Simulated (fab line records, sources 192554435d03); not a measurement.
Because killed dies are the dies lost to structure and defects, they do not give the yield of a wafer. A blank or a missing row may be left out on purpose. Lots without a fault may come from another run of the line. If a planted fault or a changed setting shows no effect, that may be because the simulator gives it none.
Chamber matching || flow n5_finfet || 4 sister chambers for N5_BEOL_M0_SAQP_SPACER2_ETCHBACK_27 on rie_diel-04
The step etches SiO2 in CHF3/O2, target depth 22.5 nm, time 11.25 s. 8 wafers are shown with their chamber, then 8 later ones without.

WAFERS PAIRED WITH THEIR CHAMBERS
{"wafer": "L074.6", "chamber": 0, "drypump_motor_current_A (A)": 4.7, "showerhead_plenum_p_Torr (Torr)": 2.32}
{"wafer": "L086.3", "chamber": 2, "drypump_motor_current_A (A)": 5.8, "showerhead_plenum_p_Torr (Torr)": 2.48}
{"wafer": "L086.5", "chamber": 0, "drypump_motor_current_A (A)": 4.7, "showerhead_plenum_p_Torr (Torr)": 2.30}
{"wafer": "L087.4", "chamber": 1, "drypump_motor_current_A (A)": 6.1, "showerhead_plenum_p_Torr (Torr)": 2.39}
{"wafer": "L087.5", "chamber": 1, "drypump_motor_current_A (A)": 6.1, "showerhead_plenum_p_Torr (Torr)": 2.39}
{"wafer": "L091.1", "chamber": 2, "drypump_motor_current_A (A)": 5.8, "showerhead_plenum_p_Torr (Torr)": 2.48}
{"wafer": "L091.6", "chamber": 3, "drypump_motor_current_A (A)": 6.0, "showerhead_plenum_p_Torr (Torr)": 2.38}
{"wafer": "L092.1", "chamber": 3, "drypump_motor_current_A (A)": 5.9, "showerhead_plenum_p_Torr (Torr)": 2.38}

WAFERS WITHOUT THEIR CHAMBER
{"wafer": "L092.3", "drypump_motor_current_A (A)": 6.1, "showerhead_plenum_p_Torr (Torr)": 2.38}
{"wafer": "L092.4", "drypump_motor_current_A (A)": 5.7, "showerhead_plenum_p_Torr (Torr)": 2.48}
{"wafer": "L093.2", "drypump_motor_current_A (A)": 5.7, "showerhead_plenum_p_Torr (Torr)": 2.48}
{"wafer": "L093.4", "drypump_motor_current_A (A)": 4.7, "showerhead_plenum_p_Torr (Torr)": 2.30}
{"wafer": "L093.5", "drypump_motor_current_A (A)": 4.7, "showerhead_plenum_p_Torr (Torr)": 2.30}
{"wafer": "L097.1", "drypump_motor_current_A (A)": 5.9, "showerhead_plenum_p_Torr (Torr)": 2.38}
{"wafer": "L097.3", "drypump_motor_current_A (A)": 5.7, "showerhead_plenum_p_Torr (Torr)": 2.47}
{"wafer": "L097.5", "drypump_motor_current_A (A)": 4.7, "showerhead_plenum_p_Torr (Torr)": 2.30}

EACH ONE'S CHAMBER
{"wafer": "L092.3", "from the rows above": 1, "in truth": 1}
{"wafer": "L092.4", "from the rows above": 2, "in truth": 2}
{"wafer": "L093.2", "from the rows above": 2, "in truth": 2}
{"wafer": "L093.4", "from the rows above": 0, "in truth": 0}
{"wafer": "L093.5", "from the rows above": 0, "in truth": 0}
{"wafer": "L097.1", "from the rows above": 3, "in truth": 3}
{"wafer": "L097.3", "from the rows above": 2, "in truth": 2}
{"wafer": "L097.5", "from the rows above": 0, "in truth": 0}
Correctly placed: 8 of 8. Not placeable from these rows: 0. Placed wrongly: 0.
How it was worked out, from the rows above alone: a wafer's distance from a chamber is the root of the sum, over the readings, of the square of ((its reading less the chamber's mean) divided by the reading's scatter). If the next closest chamber is less than 2 further off than the closest, the wafer can't be placed; otherwise it belongs to the closest. Each chamber's mean is taken over the wafers shown for it. The scatter: the root of (the sum of the squares of (reading less its chamber's mean) over the shown wafers, divided by (wafers less chambers)).
